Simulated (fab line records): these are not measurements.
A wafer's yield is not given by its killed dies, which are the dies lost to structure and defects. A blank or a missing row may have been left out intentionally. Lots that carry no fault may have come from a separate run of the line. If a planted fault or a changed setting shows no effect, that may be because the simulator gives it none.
Which tool did it? | flow nand_harc | 36 wafers from 12 lots sampled at 2 of the route's 1302 steps

== WHAT THE GAUGES SHOWED, per wafer ==
NHARC_P_GATE_INSPECT_28.
lot  | measured     | on                | raw_defect_count
L075 | day 5 13:43  | defect_inspect-01 | 7 5 8
L077 | day 6 12:43  | defect_inspect-02 | 5 2 4
L079 | day 7 07:28  | defect_inspect-01 | 7 3 7
L081 | day 7 23:08  | defect_inspect-02 | 9 7 7
L083 | day 9 00:52  | defect_inspect-01 | 8 3 9
L085 | day 9 17:07  | defect_inspect-02 | 5 13 11
L087 | day 10 21:56 | defect_inspect-02 | 9 7 6
L089 | day 11 02:35 | defect_inspect-01 | 6 5 5
L091 | day 11 23:31 | defect_inspect-01 | 11 3 2
L093 | day 12 16:24 | defect_inspect-02 | 8 11 7
L095 | day 13 17:27 | defect_inspect-01 | 7 5 8
L097 | day 14 21:25 | defect_inspect-01 | 6 5 6

== TOOL THAT RAN EACH LOT (tool first, then ch and the chambers of the sampled wafers, then the start) ==
lot  | NHARC_P_STI_CMP_21
L075 | cmp-02 ch 0,2,3, day 4 01:49
L077 | cmp-04 ch 0,2,3, day 4 23:58
L079 | cmp-01 ch 0,2,3, day 5 19:48
L081 | cmp-04 ch 2,3, day 6 15:14
L083 | cmp-01 ch 0,3, day 7 11:27
L085 | cmp-01 ch 1,3, day 8 06:38
L087 | cmp-01 ch 0,1, day 9 15:23
L089 | cmp-01 ch 0,2,3, day 9 19:16
L091 | cmp-01 ch 2,3, day 10 16:41
L093 | cmp-01 ch 0,2, day 11 12:01
L095 | cmp-02 ch 1,3, day 12 09:38
L097 | cmp-04 ch 0,3, day 13 10:18
- NHARC_P_STI_CMP_21: polishes, t overpolish 20 s, target thk 380.67 nm.

== THE ANSWER, worked out from the rows above alone ==
Rule: what is usual is taken from the lots themselves. The widest of any qualifying gaps counts: lots, ordered by their means at a reading, are off when they make up no more than a third of the lots, leave a main group of 4 or more, and stand apart from it by 3 or more times the standard deviation of that group's means. Not used: any main group whose means are identical at the precision the tables above print for the reading. Also off: a lot with no number at a reading for which 4 or more lots have one. The other lots that the step has rows for count as sound.
No lot is off at any reading shown: from this, nothing can be told.

== WHAT WAS PUT IN BY THE SIMULATOR ==
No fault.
